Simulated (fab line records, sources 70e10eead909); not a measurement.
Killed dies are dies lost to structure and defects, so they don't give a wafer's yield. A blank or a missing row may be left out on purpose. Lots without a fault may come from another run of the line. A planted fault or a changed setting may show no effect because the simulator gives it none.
Problem report in the 8D (eight disciplines) form, filled by code | flow nand_harc | the parts of the form that need people (team, actions taken, sign-off) are left out

1. THE PROBLEM
oes_product_au at NHARC_A_CHANNEL_FILL_D1_ETCHBACK_19 reads a mean of 0.719 a.u. on 3 wafers of 2 lots; wafers without a fault read 0.999 a.u. with a standard deviation of 0.0069. That is -41 standard deviations from the usual mean.
The step: etches the open film in HBr/Cl2, target depth 5 nm, time 1.7 s.
First seen on wafer L343.3, day 15 01:31, on rie_si-05. The record holds 41 wafers of 14 lots with a number at this step. Rule for "out", or "out of limits": more than 4 standard deviations from the usual mean. The other wafers with a number count as sound.

2. WHAT IT IS AND WHAT IT IS NOT
question                    | is                     | is not
which readings at this step | oes_product_au         | drypump_motor_current_A, throttle_valve_pct
which lots                  | L343, L345             | L330, L332, L333, L334, L335, L336, L339, L347, L350, L351, L352, L353
which wafers of those lots  | L343.3, L345.3, L345.5 | L343.4, L345.6
read on which tools         | rie_si-05              | rie_si-02, rie_si-04
when                        | from day 15 01:31      | up to then (22 sound wafers); but 16 sound wafers of L345, L347, L350, L351, L352, L353 came after

3. SUSPECTS, AND WHAT RULES EACH OUT
Counting: a tool at a process step up to the reading stays a suspect if it ran every lot that is out. Sound lots after the first of them don't rule it out here, since some wafers of a struck lot are sound.
- rie_diel-07 at NHARC_A_ZERO_WELL_DESCUM_12 (chemistry O2, time 3 s): kept. It ran every lot that is out, first L343 (day 12 02:04); its last sound lot up to then is L335 (day 8 18:19).
- rie_si-05 at NHARC_A_CHANNEL_FILL_D1_ETCHBACK_19 (etches the open film in HBr/Cl2, target depth 5 nm, time 1.7 s): kept. It ran every lot that is out, first L343 (day 15 01:31); its last sound lot up to then is L334 (day 11 10:38). Its own readings are out on those wafers: oes_product_au.
- Within rie_diel-07 at NHARC_A_ZERO_WELL_DESCUM_12: the wafers that are out ran in chambers 0, 2; their sound lot-mates ran in chamber 1.
- Within rie_si-05 at NHARC_A_CHANNEL_FILL_D1_ETCHBACK_19: the wafers that are out ran in chambers 1, 3; their sound lot-mates ran in chamber 2.
Left after counting: rie_diel-07 at NHARC_A_ZERO_WELL_DESCUM_12, rie_si-05 at NHARC_A_CHANNEL_FILL_D1_ETCHBACK_19.

4. THE CAUSE (what the simulator had put in)
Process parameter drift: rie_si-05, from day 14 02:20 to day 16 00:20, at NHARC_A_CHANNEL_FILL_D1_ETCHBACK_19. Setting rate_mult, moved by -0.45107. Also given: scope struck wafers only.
Counting left 2 suspects, and this tool is among them.

5. THE CHAIN OF EFFECTS, in route order
Each row: a reading whose mean over the struck wafers that have a number lies more than 3 standard deviations from the usual. Only readings for which the record gives a usual standard deviation are gone through. hours: the time from each lot's start at the first step in this table that gives one to its start at this step, as a median over the lots. sigmas: the change in usual standard deviations.
hours | step                                | reading        | usual      | on struck wafers | change | sigmas
0     | NHARC_A_CHANNEL_FILL_D1_ETCHBACK_19 | oes_product_au | 0.999 a.u. | 0.719            | -0.280 | -41
The process steps in it:
- NHARC_A_CHANNEL_FILL_D1_ETCHBACK_19: etches the open film in HBr/Cl2, target depth 5 nm, time 1.7 s.

6. WHAT WOULD HAVE CAUGHT IT SOONER
In this record the first reading out of limits was taken at day 15 01:31, 23 hours after the fault began at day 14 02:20.
